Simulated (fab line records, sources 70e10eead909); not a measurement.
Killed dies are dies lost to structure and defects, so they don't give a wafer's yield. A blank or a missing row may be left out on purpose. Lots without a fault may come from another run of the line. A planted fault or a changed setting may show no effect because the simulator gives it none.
Chamber matching | flow nand_harc | NHARC_A_STAIRCASE_DEP_325 on pecvd-01: 3 sister chambers
The step deposits SiO2, target thk 7200 nm. 18 wafers are shown with their chamber, then 9 later ones without.

WAFERS WITH THEIR CHAMBER
wafer  | chamber | mfc_precursor_sccm (sccm) | heater_power_w (W)
L075.1 | 0       | 200.4                     | 682
L075.2 | 2       | 199.1                     | 667
L075.3 | 1       | 198.8                     | 775
L077.3 | 0       | 200.7                     | 637
L077.5 | 2       | 199.2                     | 617
L077.6 | 1       | 200.0                     | 663
L078.1 | 1       | 200.2                     | 711
L078.2 | 0       | 200.2                     | 705
L078.5 | 0       | 199.9                     | 579
L080.3 | 1       | 200.2                     | 797
L080.5 | 2       | 199.7                     | 603
L080.6 | 0       | 199.9                     | 577
L083.1 | 2       | 199.7                     | 585
L083.2 | 1       | 200.3                     | 649
L083.6 | 0       | 200.7                     | 558
L087.1 | 0       | 200.5                     | 561
L087.2 | 1       | 200.3                     | 709
L087.5 | 1       | 199.6                     | 617

SIGNATURES (means of the wafers above)
reading            | chamber 0 | chamber 1 | chamber 2 | scatter within a chamber
mfc_precursor_sccm | 200.329   | 199.914   | 199.425   | 0.433
heater_power_w     | 614.14    | 703.00    | 618.00    | 58.7
Rule: a wafer's distance from a chamber is the root of the sum, over the readings, of the square of ((its reading less the chamber's mean) divided by the reading's scatter). The wafer belongs to the nearest chamber; if the next one is less than 2 further off, it can't be placed. The scatter: the root of (the sum of the squares of (reading less its chamber's mean) over the shown wafers, divided by (wafers less chambers)).

WAFERS WITHOUT THEIR CHAMBER
wafer  | mfc_precursor_sccm (sccm) | heater_power_w (W)
L090.1 | 199.4                     | 762
L090.2 | 200.8                     | 696
L090.5 | 200.3                     | 563
L093.2 | 201.8                     | 555
L093.5 | 201.3                     | 565
L093.6 | 200.1                     | 632
L094.1 | 200.5                     | 687
L094.2 | 198.8                     | 765
L094.6 | 200.1                     | 615

WHICH CHAMBER EACH WENT THROUGH
wafer  | from the rows above          | in truth
L090.1 | can't be placed: 1 or 2 or 0 | 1
L090.2 | can't be placed: 0 or 1 or 2 | 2
L090.5 | can't be placed: 0 or 2 or 1 | 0
L093.2 | can't be placed: 0 or 1      | 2
L093.5 | can't be placed: 0 or 1      | 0
L093.6 | can't be placed: 0 or 1 or 2 | 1
L094.1 | can't be placed: 0 or 1 or 2 | 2
L094.2 | can't be placed: 1 or 2 or 0 | 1
L094.6 | can't be placed: 0 or 1 or 2 | 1
Placed correctly: 0 of 9. Can't be placed from these rows: 9 (the true chamber is among the candidates in 8). Placed wrongly: 0.
